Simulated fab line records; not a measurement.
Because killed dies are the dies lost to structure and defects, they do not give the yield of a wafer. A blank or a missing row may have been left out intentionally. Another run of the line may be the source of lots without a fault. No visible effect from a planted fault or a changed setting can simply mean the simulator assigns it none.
Matching of chambers | flow n5-finfet | N5_MOL_CONTACT_COAG_STRIP_98 on rie-diel-04 has 4 sister chambers
The step strips in N2/H2. 4 wafers are shown with their chamber, then 8 later ones without.

WAFERS, EACH WITH ITS CHAMBER
wafer  | chamber | showerhead-plenum-p-Torr (Torr)
L090.3 | 2       | 3.52
L090.4 | 3       | 3.18
L090.6 | 0       | 3.57
L091.2 | 1       | 3.43

WAFERS WITHOUT THEIR CHAMBER
wafer  | showerhead-plenum-p-Torr (Torr)
L091.3 | 3.52
L091.5 | 3.52
L095.2 | 3.52
L095.5 | 3.56
L095.6 | 3.43
L097.2 | 3.58
L097.3 | 3.56
L097.6 | 3.52

WHICH CHAMBER EACH ONE RAN IN
wafer  | from the rows above | in truth
L091.3 | 2                   | 2
L091.5 | 2                   | 2
L095.2 | 2                   | 2
L095.5 | 0                   | 0
L095.6 | 1                   | 1
L097.2 | 0                   | 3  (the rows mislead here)
L097.3 | 0                   | 0
L097.6 | 2                   | 2
Correct placement for 7 of the 8. Left unplaced by these rows: 0. Wrongly placed: 1.
How it was worked out, from the rows above alone: a wafer's distance from a chamber is the root of the sum, over the readings, of the square of ((its reading less the chamber's mean) divided by the reading's scatter). The wafer belongs to the nearest chamber; if the next one is less than 2 further off, it can't be placed. A chamber's mean is the mean of its shown wafers. The scatter: with one shown wafer a chamber, the root of the mean of the squares of how far each hidden wafer lies from its nearest shown one.
